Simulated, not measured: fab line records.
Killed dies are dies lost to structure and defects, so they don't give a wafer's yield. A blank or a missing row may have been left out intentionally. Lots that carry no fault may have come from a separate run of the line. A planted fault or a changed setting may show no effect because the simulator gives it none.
A struck lot beside a sound one -- flow n5 finfet -- 16 out of 1938 route steps
Sound: the wafers L295.2, L295.5, L295.6. The struck wafers were L282.2, L282.3, L282.5. The cause comes at the end.
Each step with rows lists, per side, the tool, then ch with its chambers, then its first start. Under that, the readings that differ: sound wafers -- struck wafers -- difference of the means -- sigmas: that difference in standard deviations of wafers without a fault.
alike: readings whose means differ by less than 2 such deviations, and words and numbers that are the same on both sides. not compared: withheld readings, readings that some wafer has no value for, bounds like >300 that may hide the same value, and numbers for which the record gives no deviation and whose values overlap.
A row with sigmas, a row that says differs or no value, or rows on one side alone: a step with any of these is where the two part. Numbers that don't overlap but have no deviation are shown without sigmas and don't part them. Lack of a reading on every wafer of one side parts them only where that side has two or more wafers.

first, 2 steps without rows for these wafers: N5_DUMMY_GATE_STRIP_39 (strips in N2/H2); N5_DUMMY_GATE_TRIM_49 (chemistry O2, time 29 s, target cd 14 nm).
N5_DUMMY_GATE_STRIP_40: strips in CF4.
  sound on rie diel-01 ch 1,2, day 6 22:22; struck on rie diel-05 ch 1,2, day 3 19:24
reading,sound,struck,difference,sigmas
rf vpp V (V),269.0 272.3 268.6,273.8 273.9 271.7,+3.2,+2
  alike: bias power w, cf4 flow sccm, drypump motor current A, oes product au, showerhead plenum p Torr, throttle valve pct
  not compared: rf hours counter h
N5_DUMMY_GATE_CD_MEAS_50: the cd target is 14 nm.
  sound: cd sem-02 at day 6 22:25; struck: cd sem-03 at day 3 19:27
  alike: cd nm
N5_DUMMY_GATE_ETCH_31: etches SiO2 in C4F6/O2, target depth 82.5 nm, time 27.5 s.
  sound on rie diel-01 ch 2,3, day 6 22:29; struck on rie diel-06 ch 0,2, day 3 19:30
  alike: C4F6_flow_sccm, bias w, drypump motor current A, oes product au, rf vpp V, showerhead plenum p Torr, throttle valve pct
  not compared: rf hours counter h
N5_DUMMY_GATE_STRIP_41: strips in O2.
  sound on rie diel-01 ch 2,3, day 6 22:31; struck on rie diel-06 ch 0,2, day 3 19:33
  alike: chamber pressure mTorr, drypump motor current A, o2 flow sccm, oes product au, rf vpp V, showerhead plenum p Torr, throttle valve pct
  not compared: rf hours counter h
then, 2 steps without rows for these wafers: N5_DUMMY_GATE_HM_OPEN_21 (chemistry CH3F/O2, target SiNx, target depth 120 nm, time 171.4 s); N5_DUMMY_GATE_ETCH_32 (etches SiO2 in CF4, target depth 3.5 nm, time 3.9 s).
N5_DUMMY_GATE_ETCH_23: etches poly-Si in HBr/Cl2/O2, target depth 41 nm, time 22.3 s.
  sound on rie si-03 ch 1,2, day 6 22:46; struck on rie si-03 ch 0,3, day 3 19:47
  alike: bias w, drypump motor current A, oes product au, throttle valve pct
  not compared: rf hours counter h
then, 1 step without rows for these wafers: N5_DUMMY_GATE_ETCH_44 (etches poly-Si in HBr/O2, stops on SiO2, target depth 127.5 nm).
N5_DUMMY_GATE_CD_MEAS_24: the cd target is 15 nm.
  sound: cd sem-02 at day 6 22:56; struck: cd sem-03 at day 3 19:57
  alike: cd nm
N5_DUMMY_GATE_ETCH_42: etches SiO2 in CHF3/O2, target depth 3.5 nm, time 31 s.
  sound on rie diel-01 ch 2,3, day 6 23:01; struck on rie diel-01 ch 0,1,3, day 3 20:00
  alike: bias w, drypump motor current A, oes product au, rf vpp V, showerhead plenum p Torr, throttle valve pct
  not compared: rf hours counter h
N5_DUMMY_GATE_STRIP_48: strips in N2/H2, time 20 s.
  sound on rie diel-01 ch 2,3, day 6 23:04; struck on rie diel-01 ch 0,1,3, day 3 20:03
  no value came back on the struck wafers for any of 7 readings (bias power w (W), chamber pressure mTorr (mTorr) and others); on the sound wafers bias power w (W) reads 2.991 3.005 2.995
  not compared: rf hours counter h
then, 1 step without rows for these wafers: N5_DUMMY_GATE_PRECLEAN_33 (cleans in dHF, time 10 s).
-- record jumps: 5 days separate the struck wafers' starts on either side; left off in module DUMMY_GATE, taken up again in module BEOL_M4, whose first shown step is the route's number 1111 --
N5_BEOL_M4_RC_MEAS_101:
  sound on prober-02 ch 0, day 13 01:40; struck on prober-01 ch 0, day 9 07:38
  alike: DIBL_N, DIBL_P, IOFF_N, IOFF_P, ION_N, ION_P, SS_N, SS_P, VT_N, VT_P
-- here the record skips 5 days between the struck wafers' starts before and after, leaving off in module BEOL_M4 and picking up in module PASSIVATION (first step shown: number 1936 of the route) --
N5_PASSIVATION_PROBE_49:
  sound: prober-02 at day 17 08:54; struck: prober-01 at day 13 21:51
reading,sound,struck,difference,sigmas
killed at other,2 11 11,2 2 2,-6,-2
sort_bin_4_leakage (%),0 0 0,0 0.17 0,+0,+2
  alike: defect limited yield, killed_at_M0_to_M3, killed_at_M4_up, killed at contacts, killed at front end, killed dies, killed open, killed short, sort_bin_5_function, sort_bin_6_memory, sort n pass, sort yield pct

## WHERE THEY PART
At N5_DUMMY_GATE_STRIP_40 first; at N5_PASSIVATION_PROBE_49 last (within this record only).

WHY: whatever the simulator had introduced
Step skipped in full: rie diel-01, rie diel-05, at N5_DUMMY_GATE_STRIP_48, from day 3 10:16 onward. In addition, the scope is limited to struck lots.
